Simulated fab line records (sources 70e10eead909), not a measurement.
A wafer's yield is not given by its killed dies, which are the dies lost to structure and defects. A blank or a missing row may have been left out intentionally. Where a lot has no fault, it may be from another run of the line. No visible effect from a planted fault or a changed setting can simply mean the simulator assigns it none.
Which tool is to blame? || flow nandHarc || 39 wafers from 13 lots sampled at 5 of the route's 1302 steps

== WHAT THE GAUGES SHOWED, per wafer ==
NHARC_A_BONDPAD_INSPECT_23. Usual: 568 for rawDefectCount, sd 110.
{"lot": "L423", "measured": "day 23 01:27", "on": "defectInspect-01", "rawDefectCount": "536 519 846", "flag": ""}
{"lot": "L425", "measured": "day 23 15:32", "on": "defectInspect-01", "rawDefectCount": "575 623 497", "flag": ""}
{"lot": "L424", "measured": "day 23 17:09", "on": "defectInspect-01", "rawDefectCount": "537 520 560", "flag": ""}
{"lot": "L426", "measured": "day 24 11:23", "on": "defectInspect-01", "rawDefectCount": "499 516 514", "flag": ""}
{"lot": "L427", "measured": "day 25 04:14", "on": "defectInspect-02", "rawDefectCount": "439 500 643", "flag": ""}
{"lot": "L434", "measured": "day 28 09:01", "on": "defectInspect-01", "rawDefectCount": "561 565 530", "flag": ""}
{"lot": "L435", "measured": "day 28 20:10", "on": "defectInspect-01", "rawDefectCount": "478 574", "flag": ""}
{"lot": "L439", "measured": "day 29 21:26", "on": "defectInspect-01", "rawDefectCount": "513 671 753", "flag": ""}
{"lot": "L441", "measured": "day 30 13:14", "on": "defectInspect-02", "rawDefectCount": "555 551 461", "flag": ""}
{"lot": "L442", "measured": "day 31 09:40", "on": "defectInspect-02", "rawDefectCount": "527 413 385", "flag": ""}
{"lot": "L443", "measured": "day 31 10:59", "on": "defectInspect-02", "rawDefectCount": "583 500 649", "flag": ""}
{"lot": "L445", "measured": "day 31 22:23", "on": "defectInspect-01", "rawDefectCount": "653 692 763", "flag": ""}
{"lot": "L446", "measured": "day 34 01:37", "on": "defectInspect-02", "rawDefectCount": "548 408 510", "flag": ""}

NHARC_HYBRID_BOND_INSPECT_06: inspects for defects (ir void). Usual: 85 for rawDefectCount, sd 32.
{"lot": "L423", "measured": "day 23 13:55", "on": "defectInspect-02", "rawDefectCount": "63 46 52", "flag": ""}
{"lot": "L425", "measured": "day 24 01:04", "on": "defectInspect-02", "rawDefectCount": "122 105 107", "flag": ""}
{"lot": "L424", "measured": "day 24 01:04", "on": "defectInspect-01", "rawDefectCount": "63 58 66", "flag": ""}
{"lot": "L426", "measured": "day 25 00:17", "on": "defectInspect-02", "rawDefectCount": "73 64 60", "flag": ""}
{"lot": "L427", "measured": "day 25 14:05", "on": "defectInspect-01", "rawDefectCount": "97 109 95", "flag": ""}
{"lot": "L434", "measured": "day 28 18:31", "on": "defectInspect-01", "rawDefectCount": "147 125 136", "flag": ""}
{"lot": "L435", "measured": "day 29 06:01", "on": "defectInspect-01", "rawDefectCount": "87 74", "flag": ""}
{"lot": "L439", "measured": "day 30 07:39", "on": "defectInspect-01", "rawDefectCount": "112 116 114", "flag": ""}
{"lot": "L441", "measured": "day 30 23:02", "on": "defectInspect-02", "rawDefectCount": "130 139 115", "flag": ""}
{"lot": "L442", "measured": "day 31 19:28", "on": "defectInspect-01", "rawDefectCount": "52 33 30", "flag": ""}
{"lot": "L443", "measured": "day 31 19:28", "on": "defectInspect-02", "rawDefectCount": "148 137 143", "flag": ""}
{"lot": "L445", "measured": "day 32 09:04", "on": "defectInspect-01", "rawDefectCount": "112 102 94", "flag": ""}
{"lot": "L446", "measured": "day 34 10:06", "on": "defectInspect-02", "rawDefectCount": "92 71 78", "flag": ""}

NHARC_THIN_TSV_CD_MEAS_16. Usual: 1000.3 nm for cdNm, sd 2.4.
{"lot": "L423", "measured": "day 23 17:35", "on": "cdSem-02", "cdNm (nm)": "997.2 1001.0 999.5", "flag": ""}
{"lot": "L425", "measured": "day 24 04:43", "on": "cdSem-03", "cdNm (nm)": "996.1 998.9 1002.2", "flag": ""}
{"lot": "L424", "measured": "day 24 05:55", "on": "cdSem-01", "cdNm (nm)": "998.2 1002.5 1000.2", "flag": ""}
{"lot": "L426", "measured": "day 25 03:50", "on": "cdSem-02", "cdNm (nm)": "1002.1 997.8 995.0", "flag": ""}
{"lot": "L427", "measured": "day 25 18:49", "on": "cdSem-01", "cdNm (nm)": "1002.4 997.3 999.5", "flag": ""}
{"lot": "L434", "measured": "day 28 22:10", "on": "cdSem-03", "cdNm (nm)": "1004.2 999.6 1001.2", "flag": ""}
{"lot": "L435", "measured": "day 29 20:31", "on": "cdSem-02", "cdNm (nm)": "1001.0 1002.5", "flag": ""}
{"lot": "L439", "measured": "day 30 11:10", "on": "cdSem-01", "cdNm (nm)": "1003.4 997.9 1001.9", "flag": ""}
{"lot": "L441", "measured": "day 31 02:40", "on": "cdSem-03", "cdNm (nm)": "1000.2 998.0 1002.9", "flag": ""}
{"lot": "L442", "measured": "day 32 04:52", "on": "cdSem-01", "cdNm (nm)": "998.3 1002.0 997.5", "flag": ""}
{"lot": "L443", "measured": "day 32 03:31", "on": "cdSem-02", "cdNm (nm)": "1001.0 998.8 998.5", "flag": ""}
{"lot": "L445", "measured": "day 32 12:43", "on": "cdSem-01", "cdNm (nm)": "998.8 1002.1 1000.0", "flag": ""}
{"lot": "L446", "measured": "day 34 15:02", "on": "cdSem-01", "cdNm (nm)": "1001.4 1001.9 1001.9", "flag": ""}

NHARC_END_SORT_01. Usual: killedAtArray 56, standard deviation 17; killedAtOther 1.2, standard deviation 1.4; killedAtPeriphery 4, standard deviation 3.2; killedDies 61, standard deviation 16; killedOpen 3.6, standard deviation 2.1; killedShort 2.7, standard deviation 1.8.
{"lot": "L435", "measured": "day 30 10:35", "on": "prober-02", "killedAtArray": "61 44 674", "killedAtOther": "0 1 0", "killedAtPeriphery": "6 4 3", "killedDies": "67 49 677", "killedOpen": "3 4 7", "killedShort": "6 2 3", "flag": "OFF"}

== WHAT TOOL EACH LOT RAN ON (gives the tool, then ch and the chambers of the sampled wafers, and finally the start) ==
{"lot": "L423", "NHARC_A_STAIRCASE_DEP_151": "pecvd-04 ch 0,1, day 17 14:30"}
{"lot": "L425", "NHARC_A_STAIRCASE_DEP_151": "pecvd-01 ch 0,2, day 18 12:53"}
{"lot": "L424", "NHARC_A_STAIRCASE_DEP_151": "pecvd-04 ch 0,2, day 18 13:07"}
{"lot": "L426", "NHARC_A_STAIRCASE_DEP_151": "pecvd-01 ch 0,1, day 18 23:51"}
{"lot": "L427", "NHARC_A_STAIRCASE_DEP_151": "pecvd-04 ch 0,1,2, day 19 15:28"}
{"lot": "L434", "NHARC_A_STAIRCASE_DEP_151": "pecvd-02 ch 0,1,2, day 22 11:56"}
{"lot": "L435", "NHARC_A_STAIRCASE_DEP_151": "pecvd-04 ch 0,1,2, day 22 18:37"}
{"lot": "L439", "NHARC_A_STAIRCASE_DEP_151": "pecvd-01 ch 0,1, day 24 13:04"}
{"lot": "L441", "NHARC_A_STAIRCASE_DEP_151": "pecvd-02 ch 0,1,2, day 25 01:02"}
{"lot": "L442", "NHARC_A_STAIRCASE_DEP_151": "pecvd-04 ch 0,1, day 25 17:35"}
{"lot": "L443", "NHARC_A_STAIRCASE_DEP_151": "pecvd-04 ch 0,1,2, day 25 21:38"}
{"lot": "L445", "NHARC_A_STAIRCASE_DEP_151": "pecvd-02 ch 1,2, day 26 13:14"}
{"lot": "L446", "NHARC_A_STAIRCASE_DEP_151": "pecvd-04 ch 0,2, day 28 05:34"}
- NHARC_A_STAIRCASE_DEP_151: deposits SiO2, target thk 7200 nm.

== WHAT THE TOOLS THEMSELVES READ (means of the sampled wafers that have a number; where no wafer has one, the mark that the record gives instead) ==
NHARC_A_STAIRCASE_DEP_151. Usual: heaterPowerW 703 W, standard deviation 100; rfFwdPowerW 499.4 W, standard deviation 1.5.
{"lot": "L423", "tool": "pecvd-04", "heaterPowerW (W)": 683, "rfFwdPowerW (W)": 498.2, "flag": ""}
{"lot": "L425", "tool": "pecvd-01", "heaterPowerW (W)": 659, "rfFwdPowerW (W)": 498.9, "flag": ""}
{"lot": "L424", "tool": "pecvd-04", "heaterPowerW (W)": 699, "rfFwdPowerW (W)": 500.1, "flag": ""}
{"lot": "L426", "tool": "pecvd-01", "heaterPowerW (W)": 758, "rfFwdPowerW (W)": 498.9, "flag": ""}
{"lot": "L427", "tool": "pecvd-04", "heaterPowerW (W)": 740, "rfFwdPowerW (W)": 499.8, "flag": ""}
{"lot": "L434", "tool": "pecvd-02", "heaterPowerW (W)": 669, "rfFwdPowerW (W)": 498.1, "flag": ""}
{"lot": "L435", "tool": "pecvd-04", "heaterPowerW (W)": 755, "rfFwdPowerW (W)": 499.4, "flag": ""}
{"lot": "L439", "tool": "pecvd-01", "heaterPowerW (W)": 711, "rfFwdPowerW (W)": 500.2, "flag": ""}
{"lot": "L441", "tool": "pecvd-02", "heaterPowerW (W)": 754, "rfFwdPowerW (W)": 498.4, "flag": ""}
{"lot": "L442", "tool": "pecvd-04", "heaterPowerW (W)": 713, "rfFwdPowerW (W)": 499.5, "flag": ""}
{"lot": "L443", "tool": "pecvd-04", "heaterPowerW (W)": 768, "rfFwdPowerW (W)": 500.6, "flag": ""}
{"lot": "L445", "tool": "pecvd-02", "heaterPowerW (W)": 646, "rfFwdPowerW (W)": 499.9, "flag": ""}
{"lot": "L446", "tool": "pecvd-04", "heaterPowerW (W)": 723, "rfFwdPowerW (W)": 501.4, "flag": ""}

== THE ANSWER, worked out from the rows above alone ==
Rule: a lot is off if the mean of its wafers that have a number lies more than 3 standard deviations from the usual mean. Also off: a lot with no number at a reading for which 4 or more lots have one. Where the step has rows for the other lots, those lots are counted as sound. The gauges are gone through in route order, then the tools' own readings, and for those a lot's mean is taken as printed above. At the first step where some lot is off, the reading lying furthest off is the one used; lots without a number count as furthest.
Off, at NHARC_END_SORT_01 on killedDies: L435. Neither off nor sound, because the step has no rows for them: L423, L425, L424, L426, L427, L434, L439, L441, L442, L443, L445, L446.
A tool fits if, at a process step before that reading, it ran every lot that is off, and no sound lot after the first of them. Those tools and the gauges at NHARC_END_SORT_01 are tried in the same way. Undecided on this evidence; 2 tools fit (pecvd-04 at NHARC_A_STAIRCASE_DEP_151, prober-02 at NHARC_END_SORT_01).

== WHAT THE SIMULATOR PUT IN ==
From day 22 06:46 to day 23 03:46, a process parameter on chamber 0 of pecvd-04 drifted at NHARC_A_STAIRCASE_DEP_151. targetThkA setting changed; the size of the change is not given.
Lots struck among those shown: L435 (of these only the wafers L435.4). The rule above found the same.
